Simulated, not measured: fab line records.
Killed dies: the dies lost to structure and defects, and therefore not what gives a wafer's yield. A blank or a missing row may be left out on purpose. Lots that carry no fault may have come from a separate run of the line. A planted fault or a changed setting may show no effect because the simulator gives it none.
Struck lot and sound lot, side by side ; flow nand-harc ; 15 out of 1159 route steps
Sound: the wafers L941.3, L941.4, L941.6. Wafers struck: L925.3, L925.5, L925.6. The cause is given at the end.
Per side, at each step with rows, come the tool, then ch with its chambers, and then its first start. Under that, the readings that differ: sound wafers ; struck wafers ; difference of the means ; sigmas: that difference in standard deviations of wafers without a fault.
alike: a reading whose means differ by less than 2 such deviations, as well as words and numbers matching on both sides. not compared: withheld readings; readings where some wafer has no value; bounds like >300 that might hide an equal value; numbers whose values overlap and for which the record gives no deviation.
Wherever a step has rows on one side only, a row that says differs or no value, or a row with sigmas, the two part there. Non-overlapping numbers with no deviation appear without sigmas and do not part them. A reading missing from all wafers of one side parts the sides only when that side holds two or more wafers.

first, 3 steps without rows for these wafers: NHARC_A_CONTACT_EXPOSE_05 (exposes mask A CC); NHARC_A_CONTACT_PEB_06 (peb time 65 s); NHARC_A_CONTACT_DEVELOP_07 (develop time 35 s).
NHARC_A_CONTACT_CD_MEAS_08: the cd target is 100 nm.
  sound on cd-sem-02 ch 0, day 22 03:52; struck on cd-sem-02 ch 0, day 17 17:54
  alike: cd-nm
NHARC_A_CONTACT_OVL_MEAS_09:
  sound on overlay-01 at day 22 03:57; struck on overlay-02 at day 17 17:59
  alike: overlay-x-nm, overlay-y-nm
NHARC_A_CONTACT_INSPECT_10:
  sound on defect-inspect-01 at day 22 03:59; struck on defect-inspect-02 at day 17 18:01
  alike: raw-defect-count
then, 1 step without rows for these wafers: NHARC_A_CONTACT_DESCUM_13 (chemistry O2, time 3 s).
NHARC_A_CONTACT_ETCH_88: etches the open film in CF4, target depth 39 nm, time 65 s.
  sound on rie-diel-06 ch 2,3, day 22 04:09; struck on rie-diel-06 ch 0,1,2, day 17 18:16
  alike: bias-w, cf4-flow-sccm, drypump-motor-current-A, oes-product-au, rf-vpp-V, showerhead-plenum-p-Torr, throttle-valve-pct
  not compared: rf-hours-counter-h
then, 1 step without rows for these wafers: NHARC_A_CONTACT_ETCH_89 (etches the open film in N2/H2, target depth 260 nm, time 475.3 s).
NHARC_A_CONTACT_ETCH_30: etches the open film in CF4/CHF3, target depth 60.5 nm, time 30.2 s.
  sound: rie-diel-06 ch 0,2; struck: rie-diel-06 ch 1,2
  alike: bias-w, cf4-flow-sccm, drypump-motor-current-A, oes-product-au, rf-vpp-V, showerhead-plenum-p-Torr, throttle-valve-pct
  not compared: rf-hours-counter-h
NHARC_A_CONTACT_ETCH_31: etches the open film in O2/COS, target depth 2000 nm, time 520 s.
  sound: rie-diel-06 ch 0,2; struck: rie-diel-06 ch 1,2
reading;sound;struck;difference;sigmas
chamber-pressure-mTorr (mTorr);20.006 19.982 19.978;20.019 20.027 20.037;+0.039;+2
  alike: bias-w, drypump-motor-current-A, oes-product-au, rf-vpp-V, showerhead-plenum-p-Torr, throttle-valve-pct
  not compared: rf-hours-counter-h
NHARC_A_CONTACT_ETCH_134: etches the open film in C4F8/O2/Ar, time 140 s, target depth 700 nm.
  sound on har-cap-etch-01 ch 0,1, day 22 05:45; struck on har-cap-etch-01 ch 0,1, day 17 19:14
  alike: chamber-pressure-mTorr, oes-air-line-au
  not compared: rf-hours-counter-h
NHARC_A_CONTACT_ETCH_135: etches the open film in C4F8/O2/Ar, time 132 s, target depth 1287 nm.
  sound on har-cap-etch-01 ch 0,1, day 22 05:56; struck on har-cap-etch-01 ch 0,1, day 17 19:24
  no value came back on the struck wafers for chamber-pressure-mTorr (mTorr), oes-air-line-au (a.u.); on the sound wafers chamber-pressure-mTorr (mTorr) reads 19.994 20.005 20.005
  not compared: rf-hours-counter-h
NHARC_A_CONTACT_ETCH_136: etches the open film in C4F8/O2/Ar, time 132 s, target depth 1287 nm.
  sound on har-cap-etch-01 ch 0,1, day 22 06:03; struck on har-cap-etch-01 ch 0,1, day 17 19:32
reading;sound;struck;difference;sigmas
chamber-pressure-mTorr (mTorr);20.023 20.016 20.032;19.996 19.972 19.952;-0.050;-3
  alike: oes-air-line-au
  not compared: rf-hours-counter-h
-- record jumps: 3 days between struck wafers' starts before vs after; left off in module A_CONTACT, resumes in module END, first step shown is number 1159 of the route --
NHARC_END_SORT_01:
  at this point the record logs the struck wafers (prober-02 ch 0, day 20 21:01) and has no rows for the sound ones

WHERE THEY PART
Last at NHARC_END_SORT_01 as far as this record goes, first at NHARC_A_CONTACT_ETCH_31.

WHY: what had been put in by the simulator
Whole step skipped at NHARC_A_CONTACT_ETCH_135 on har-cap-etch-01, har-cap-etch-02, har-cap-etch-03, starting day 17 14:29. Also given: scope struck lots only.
